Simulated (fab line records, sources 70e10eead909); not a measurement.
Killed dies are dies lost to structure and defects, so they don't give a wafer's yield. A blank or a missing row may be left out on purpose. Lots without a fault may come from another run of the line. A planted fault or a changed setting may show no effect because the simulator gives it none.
Chamber matching | flow nand_harc | NHARC_A_BONDPAD_CMP_29 on cmp-04: 4 sister chambers
The step polishes SiCN, target thk 200 nm. 18 wafers are shown with their chamber, then 9 later ones without.

WAFERS WITH THEIR CHAMBER
wafer  | chamber | motor_current_A (A)
L188.1 | 1       | 12.8
L188.2 | 3       | 10.7
L188.3 | 0       | 10.0
L186.1 | 2       | 13.4
L186.2 | 0       | 9.7
L186.5 | 3       | 10.2
L189.2 | 1       | 14.2
L189.3 | 2       | 12.8
L189.6 | 3       | 10.8
L194.1 | 1       | 13.5
L194.5 | 2       | 12.6
L194.6 | 3       | 10.2
L197.1 | 1       | 13.4
L197.3 | 0       | 10.2
L197.5 | 3       | 10.1
L196.1 | 0       | 9.6
L196.3 | 3       | 10.3
L196.6 | 3       | 11.1

SIGNATURES (means of the wafers above)
reading         | chamber 0 | chamber 1 | chamber 2 | chamber 3 | scatter within a chamber
motor_current_A | 9.875     | 13.475    | 12.933    | 10.486    | 0.417
Rule: a wafer's distance from a chamber is the root of the sum, over the readings, of the square of ((its reading less the chamber's mean) divided by the reading's scatter). The wafer belongs to the nearest chamber; if the next one is less than 2 further off, it can't be placed. The scatter: the root of (the sum of the squares of (reading less its chamber's mean) over the shown wafers, divided by (wafers less chambers)).

WAFERS WITHOUT THEIR CHAMBER
wafer  | motor_current_A (A)
L202.1 | 10.6
L202.2 | 12.4
L202.3 | 10.1
L208.1 | 10.4
L208.4 | 13.0
L208.6 | 10.1
L209.1 | 10.2
L209.2 | 12.8
L209.5 | 12.8

WHICH CHAMBER EACH WENT THROUGH
wafer  | from the rows above     | in truth
L202.1 | can't be placed: 3 or 0 | 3
L202.2 | can't be placed: 2 or 1 | 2
L202.3 | can't be placed: 0 or 3 | 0
L208.1 | can't be placed: 3 or 0 | 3
L208.4 | can't be placed: 2 or 1 | 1
L208.6 | can't be placed: 0 or 3 | 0
L209.1 | can't be placed: 3 or 0 | 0
L209.2 | can't be placed: 2 or 1 | 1
L209.5 | can't be placed: 2 or 1 | 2
Placed correctly: 0 of 9. Can't be placed from these rows: 9 (the true chamber is among the candidates in 9). Placed wrongly: 0.
